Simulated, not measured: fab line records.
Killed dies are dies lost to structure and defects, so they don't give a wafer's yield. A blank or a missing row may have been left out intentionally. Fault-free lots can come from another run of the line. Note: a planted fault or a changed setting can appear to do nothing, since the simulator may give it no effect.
Which tool did it? | flow n5_finfet | 10 lots, 28 wafers sampled, at 4 steps of a route of 1938

## WHAT EACH GAUGE READ, for each wafer
N5_BEOL_M0_SAQP_CD_MEAS_29: the cd target is 14.4 nm.
lot  | measured     | on        | cd_nm (nm)
L565 | day 5 22:55  | cd_sem-02 | 14.97 14.87 15.36
L571 | day 7 09:50  | cd_sem-01 | 14.81 14.79 14.99
L573 | day 8 00:44  | cd_sem-02 | 14.90 15.03 14.83
L574 | day 8 05:01  | cd_sem-01 | 15.21 14.88 14.76
L576 | day 8 13:21  | cd_sem-02 | 19.43 15.27
L577 | day 8 20:08  | cd_sem-03 | 19.54 14.97
L583 | day 10 08:50 | cd_sem-01 | 14.95 14.61 14.80
L584 | day 10 16:35 | cd_sem-03 | 14.98 14.87 14.87
L585 | day 11 01:25 | cd_sem-02 | 14.98 15.05 15.11
L586 | day 11 13:07 | cd_sem-01 | 15.43 15.11 15.21

## WHICH TOOL RAN EACH LOT (tool, then ch and the chambers of the sampled wafers, then the start)
lot  | N5_BEOL_M0_SAQP_ETCH_106           | N5_BEOL_M0_SAQP_RECESS_109         | N5_BEOL_M0_SAQP_SPACER2_ALD_26
L565 | rie_diel-02 ch 0,3, day 5 21:52    | vapor_etch-02 ch 0,1, day 5 22:02  | ald_sin-03 ch 0,2, day 5 22:10
L571 | rie_diel-01 ch 1,2,3, day 7 08:27  | vapor_etch-01 ch 0,1, day 7 08:39  | ald_sin-03 ch 0,2,3, day 7 09:05
L573 | rie_diel-01 ch 0,2,3, day 7 23:41  | vapor_etch-01 ch 0,1, day 7 23:53  | ald_sin-03 ch 0,1,2, day 7 23:59
L574 | rie_diel-06 ch 1,2,3, day 8 03:57  | vapor_etch-01 ch 0,1, day 8 04:09  | ald_sin-03 ch 2,3, day 8 04:16
L576 | rie_diel-06 ch 0,3, day 8 12:16    | vapor_etch-02 ch 0,1, day 8 12:25  | ald_sin-03 ch 1,2, day 8 12:37
L577 | rie_diel-06 ch 0,2, day 8 19:05    | vapor_etch-01 ch 0,1, day 8 19:15  | ald_sin-03 ch 1,2, day 8 19:23
L583 | rie_diel-06 ch 2,3, day 10 07:27   | vapor_etch-02 ch 0,1, day 10 07:39 | ald_sin-01 ch 0,2, day 10 07:45
L584 | rie_diel-02 ch 1,2,3, day 10 15:15 | vapor_etch-01 ch 0,1, day 10 15:25 | ald_sin-01 ch 0,2,3, day 10 15:34
L585 | rie_diel-02 ch 0,1,2, day 11 00:15 | vapor_etch-01 ch 0,1, day 11 00:25 | ald_sin-01 ch 1,3, day 11 00:38
L586 | rie_diel-01 ch 0,2, day 11 11:56   | vapor_etch-01 ch 0,1, day 11 12:08 | ald_sin-03 ch 1,2,3, day 11 12:14
- N5_BEOL_M0_SAQP_ETCH_106: etches SOC in N2/H2, stops on SiNx, target depth 150 nm.
- N5_BEOL_M0_SAQP_RECESS_109: chemistry HF/NH3, target SiO2, target depth 3 nm, afs cycles 1, sublimation time 60 s.
- N5_BEOL_M0_SAQP_SPACER2_ALD_26: deposits SiO2, target thk 15 nm, pulse time 1 s, purge time 2 s.

## THE ANSWER, worked out from the rows above alone
Rule: usual is defined by the lots themselves. The widest of any qualifying gaps counts: lots, ordered by their means at a reading, are off when they make up no more than a third of the lots, leave a main group of 4 or more, and stand apart from it by 3 or more times the standard deviation of that group's means. Not used: any main group whose means are identical at the precision the tables above print for the reading. Also off: a lot with no number at a reading for which 4 or more lots have one. Any other lot the step has rows for is counted as sound.
Off: L576, L577 (N5_BEOL_M0_SAQP_CD_MEAS_29, cd_nm). For the main group the mean is 14.97 nm and the standard deviation 0.13.
A tool fits if, at a process step before that reading, it ran every lot that is off, and no sound lot after the first of them. Those tools and the gauges at N5_BEOL_M0_SAQP_CD_MEAS_29 are tried in the same way. Not one of the candidates tried fits.

## WHAT THE SIMULATOR HAD PUT IN
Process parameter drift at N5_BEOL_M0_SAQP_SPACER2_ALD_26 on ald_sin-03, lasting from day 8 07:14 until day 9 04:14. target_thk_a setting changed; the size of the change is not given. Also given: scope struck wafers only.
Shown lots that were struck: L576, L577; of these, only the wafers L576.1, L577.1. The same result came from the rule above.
